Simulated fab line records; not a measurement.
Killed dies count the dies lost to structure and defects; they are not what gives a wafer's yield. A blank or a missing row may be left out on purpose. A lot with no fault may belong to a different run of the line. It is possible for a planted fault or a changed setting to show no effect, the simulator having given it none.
Matching of chambers + flow n5 finfet + 4 sister chambers for N5_BEOL_M5_STRIP_36 on rie diel-03
The step strips in N2/H2. 4 wafers are shown with their chamber, then 8 later ones without.

## WAFERS, EACH WITH ITS CHAMBER
| wafer  | chamber | drypump motor current A (A) |
|--------|---------|-----------------------------|
| L088.1 | 2       | 6.1                         |
| L087.5 | 0       | 5.9                         |
| L087.6 | 3       | 5.7                         |
| L094.2 | 1       | 6.1                         |

## WAFERS WHOSE CHAMBER IS MISSING
| wafer  | drypump motor current A (A) |
|--------|-----------------------------|
| L094.3 | 5.9                         |
| L094.5 | 6.1                         |
| L095.1 | 5.9                         |
| L095.4 | 5.9                         |
| L095.6 | 6.1                         |
| L091.3 | 6.1                         |
| L091.4 | 5.6                         |
| L091.5 | 6.1                         |

## WHICH CHAMBER EACH ONE RAN IN
| wafer  | from the rows above     | in truth |
|--------|-------------------------|----------|
| L094.3 | 0                       | 0        |
| L094.5 | can't be placed: 1 or 2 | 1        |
| L095.1 | 0                       | 0        |
| L095.4 | 0                       | 0        |
| L095.6 | can't be placed: 1 or 2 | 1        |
| L091.3 | can't be placed: 1 or 2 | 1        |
| L091.4 | 3                       | 3        |
| L091.5 | can't be placed: 1 or 2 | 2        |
4 of 8 placed correctly. Can't be placed from these rows: 4 (the true chamber is among the candidates in 4). Wrongly placed: 0.
How it was worked out, from the rows above alone: a wafer's distance from a chamber is the root of the sum, over the readings, of the square of ((its reading less the chamber's mean) divided by the reading's scatter). If the next closest chamber is less than 2 further off than the closest, the wafer can't be placed; otherwise it belongs to the closest. Each chamber's mean is taken over the wafers shown for it. The scatter: root of mean squared gap, hidden wafer to nearest shown wafer, with one shown wafer a chamber.
